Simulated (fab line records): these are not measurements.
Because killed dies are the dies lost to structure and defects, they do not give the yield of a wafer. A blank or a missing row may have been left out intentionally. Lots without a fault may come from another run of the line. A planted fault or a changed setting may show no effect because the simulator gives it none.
Comparing a struck lot with a sound one / flow nand_harc / 13 out of 1159 route steps
Sound: wafers L374.3, L374.4, L374.6. The struck wafers were L386.3, L386.5, L386.6. Last of all comes the cause.
Per side, at each step with rows, come the tool, then ch with its chambers, and then its first start. Under that, the readings that differ: sound wafers / struck wafers / difference of the means / sigmas: that difference in standard deviations of wafers without a fault.
alike: readings with means less than 2 such deviations apart, plus words and numbers identical on both sides. not compared: withheld readings, readings lacking a value on some wafer, bounds such as >300 that could conceal the same value, and numbers that have no deviation in the record and whose values overlap.
The two part at a step that has a row with sigmas, a row that says differs or no value, or rows on one side only. Numbers that don't overlap but have no deviation are shown without sigmas and don't part them. A reading missing from all wafers of one side parts the sides only when that side holds two or more wafers.

first, 1 step without rows for these wafers: NHARC_P_M0_SRD_25.
NHARC_P_M0_INSPECT_27:
  sound: defect_inspect-02 at day 6 12:53; struck: defect_inspect-01 at day 9 10:56
  alike: raw_defect_count
NHARC_P_M0_PRE_CLEAN_31: time 12 s.
  sound on pecvd-01 ch 1,2, day 6 12:58; struck on pecvd-01 ch 0,1,2, day 9 11:03
  alike: heater_power_w
NHARC_P_M0_DEP_32: deposits SiCN, target thk 30 nm.
  sound on pecvd-01 ch 1,2, day 6 13:07; struck on pecvd-01 ch 0,1,2, day 9 11:11
  alike: heater_power_w
then, 7 steps without rows for these wafers: NHARC_P_M1_DEP_00 (deposits SiOC, target thk 182.5 nm); NHARC_P_M1_DEHYDRATE_01 (time 120 s); NHARC_P_M1_HMDS_02 (time 30 s); NHARC_P_M1_COAT_34 (time 65 s); NHARC_P_M1_COAT_03 (resist thk 90 nm); NHARC_P_M1_SOFTBAKE_04 (time 55 s); NHARC_P_M1_EBR_05.
NHARC_P_M1_EXPOSE_06: exposes mask P M1, target cd 130 nm.
  sound on arfi_scanner-01 ch 0, day 6 14:08; struck on arfi_scanner-02, day 9 12:14
  no value came back on the struck wafers for exposure_dose_mJ_cm2, focus_offset_nm (nm); on the sound wafers exposure_dose_mJ_cm2 reads 81.77 81.65 81.84
  alike: mask
then, 1 step without rows for these wafers: NHARC_P_M1_PEB_07 (peb time 65 s).

== WHERE THEY PART ==
At NHARC_P_M1_EXPOSE_06 and nowhere else, as far as this record goes.

WHY: what the simulator had put in
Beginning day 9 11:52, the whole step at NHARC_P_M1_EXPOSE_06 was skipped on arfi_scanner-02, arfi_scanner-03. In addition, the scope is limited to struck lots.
